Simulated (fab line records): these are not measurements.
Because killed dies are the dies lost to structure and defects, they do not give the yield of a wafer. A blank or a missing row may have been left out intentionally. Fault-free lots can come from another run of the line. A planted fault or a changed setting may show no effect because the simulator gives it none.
Chamber matching / flow n5-finfet / N5_BEOL_M12_DEP_53 on pecvd-01 has 3 sister chambers
The step deposits SiCN from 3MS/NH3, target thk 30 nm, time 10.5 s. 6 wafers are shown with their chamber, then 12 later ones without.

== WAFERS PAIRED WITH THEIR CHAMBERS ==
wafer=L088.6; chamber=2; showerhead-plenum-p-Torr (Torr)=4.10; throttle-valve-pct (%)=16.7
wafer=L092.3; chamber=0; showerhead-plenum-p-Torr (Torr)=4.20; throttle-valve-pct (%)=18.1
wafer=L092.5; chamber=0; showerhead-plenum-p-Torr (Torr)=4.21; throttle-valve-pct (%)=18.1
wafer=L089.2; chamber=1; showerhead-plenum-p-Torr (Torr)=4.12; throttle-valve-pct (%)=17.4
wafer=L089.4; chamber=2; showerhead-plenum-p-Torr (Torr)=4.11; throttle-valve-pct (%)=16.9
wafer=L089.6; chamber=1; showerhead-plenum-p-Torr (Torr)=4.13; throttle-valve-pct (%)=17.4

== WAFERS WHOSE CHAMBER IS MISSING ==
wafer=L091.1; showerhead-plenum-p-Torr (Torr)=4.10; throttle-valve-pct (%)=17.0
wafer=L091.2; showerhead-plenum-p-Torr (Torr)=4.12; throttle-valve-pct (%)=17.5
wafer=L091.6; showerhead-plenum-p-Torr (Torr)=4.11; throttle-valve-pct (%)=17.0
wafer=L095.1; showerhead-plenum-p-Torr (Torr)=4.20; throttle-valve-pct (%)=17.9
wafer=L095.2; showerhead-plenum-p-Torr (Torr)=4.10; throttle-valve-pct (%)=16.7
wafer=L095.3; showerhead-plenum-p-Torr (Torr)=4.11; throttle-valve-pct (%)=17.5
wafer=L095.4; showerhead-plenum-p-Torr (Torr)=4.12; throttle-valve-pct (%)=17.4
wafer=L095.5; showerhead-plenum-p-Torr (Torr)=4.20; throttle-valve-pct (%)=18.0
wafer=L095.6; showerhead-plenum-p-Torr (Torr)=4.11; throttle-valve-pct (%)=16.5
wafer=L097.1; showerhead-plenum-p-Torr (Torr)=4.10; throttle-valve-pct (%)=16.9
wafer=L097.2; showerhead-plenum-p-Torr (Torr)=4.11; throttle-valve-pct (%)=17.6
wafer=L097.6; showerhead-plenum-p-Torr (Torr)=4.09; throttle-valve-pct (%)=16.8

== EACH ONE'S CHAMBER ==
wafer=L091.1; from the rows above=2; in truth=2
wafer=L091.2; from the rows above=1; in truth=1
wafer=L091.6; from the rows above=2; in truth=2
wafer=L095.1; from the rows above=0; in truth=0
wafer=L095.2; from the rows above=2; in truth=2
wafer=L095.3; from the rows above=1; in truth=1
wafer=L095.4; from the rows above=1; in truth=1
wafer=L095.5; from the rows above=0; in truth=0
wafer=L095.6; from the rows above=2; in truth=2
wafer=L097.1; from the rows above=2; in truth=2
wafer=L097.2; from the rows above=1; in truth=1
wafer=L097.6; from the rows above=2; in truth=2
Placed correctly: 12 of 12. Not placeable from these rows: 0. Placed wrongly: 0.
How it was worked out, from the rows above alone: a wafer's distance from a chamber is the root of the sum, over the readings, of the square of ((its reading less the chamber's mean) divided by the reading's scatter). If the next closest chamber is less than 2 further off than the closest, the wafer can't be placed; otherwise it belongs to the closest. The mean given for a chamber averages the wafers shown for that chamber. The scatter: the root of (the sum of the squares of (reading less its chamber's mean) over the shown wafers, divided by (wafers less chambers)).
